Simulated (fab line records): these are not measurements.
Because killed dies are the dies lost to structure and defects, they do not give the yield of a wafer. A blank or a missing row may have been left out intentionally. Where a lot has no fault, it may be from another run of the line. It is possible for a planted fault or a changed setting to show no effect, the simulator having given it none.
Chamber matching	flow n5_finfet	3 sister chambers for N5_BEOL_M9_CURE_71 on uv_cure-01
The step cures SiCOH lowk, time 240 s. 27 wafers are shown with their chamber, then 12 later ones without.

== WAFERS PAIRED WITH THEIR CHAMBERS ==
wafer	chamber	wafer_temp_C_max	lamp_power_pct (%)
L074.3	0	387.1	52.24
L074.4	0	387.0	52.31
L074.5	0	387.0	52.31
L076.1	2	386.9	52.36
L076.2	2	387.0	52.32
L076.5	2	386.5	52.35
L075.3	0	386.5	52.38
L075.4	0	386.3	52.26
L075.6	0	386.5	52.32
L082.1	1	385.8	52.30
L082.4	1	386.2	52.26
L082.5	1	385.7	52.27
L080.1	1	386.0	52.32
L080.4	1	385.9	52.29
L080.5	1	386.4	52.31
L086.2	2	386.4	52.41
L086.3	2	386.8	52.31
L086.6	2	387.5	52.37
L089.1	2	387.0	52.31
L089.3	2	387.0	52.35
L089.5	2	387.2	52.30
L089.2	2	388.3	52.30
L089.4	2	386.9	52.28
L089.6	2	386.5	52.43
L087.3	0	386.9	52.25
L087.4	0	386.9	52.27
L087.5	0	387.0	52.35

SIGNATURES (averages over the wafers above)
reading	chamber 0	chamber 1	chamber 2	scatter within a chamber
wafer_temp_C_max	386.800	386.000	387.000	0.403
lamp_power_pct	52.2989	52.2917	52.3408	0.0429
Rule: for a wafer and a chamber, the distance is found by dividing, reading by reading, the gap between the wafer's reading and the chamber's mean by the reading's scatter, squaring, summing and taking the root. If the next closest chamber is less than 2 further off than the closest, the wafer can't be placed; otherwise it belongs to the closest. How the scatter is found: for the shown wafers, subtract from each reading the mean of its chamber, square and add these, divide the total by (wafers less chambers), then take the root.

== WAFERS MISSING THEIR CHAMBER ==
wafer	wafer_temp_C_max	lamp_power_pct (%)
L092.2	387.1	52.30
L092.4	386.0	52.20
L092.6	387.4	52.29
L094.1	386.3	52.36
L094.2	386.0	52.30
L094.4	386.1	52.29
L095.4	386.2	52.34
L095.5	386.0	52.38
L095.6	385.9	52.39
L096.1	386.5	52.31
L096.3	387.1	52.34
L096.5	386.4	52.28

== WHICH CHAMBER EACH WENT THROUGH ==
wafer	from the rows above	in truth
L092.2	can't be placed: 0 or 2 or 1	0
L092.4	can't be placed: 1 or 0 or 2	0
L092.6	can't be placed: 0 or 2 or 1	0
L094.1	can't be placed: 1 or 2 or 0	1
L094.2	can't be placed: 1 or 0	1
L094.4	can't be placed: 1 or 0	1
L095.4	can't be placed: 1 or 0 or 2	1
L095.5	can't be placed: 1 or 2 or 0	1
L095.6	can't be placed: 1 or 2 or 0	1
L096.1	can't be placed: 0 or 1 or 2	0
L096.3	can't be placed: 2 or 0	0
L096.5	can't be placed: 1 or 0 or 2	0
0 of 12 placed correctly. These rows do not allow placing 12 (true chamber among the candidates in 12). Number placed wrongly: 0.
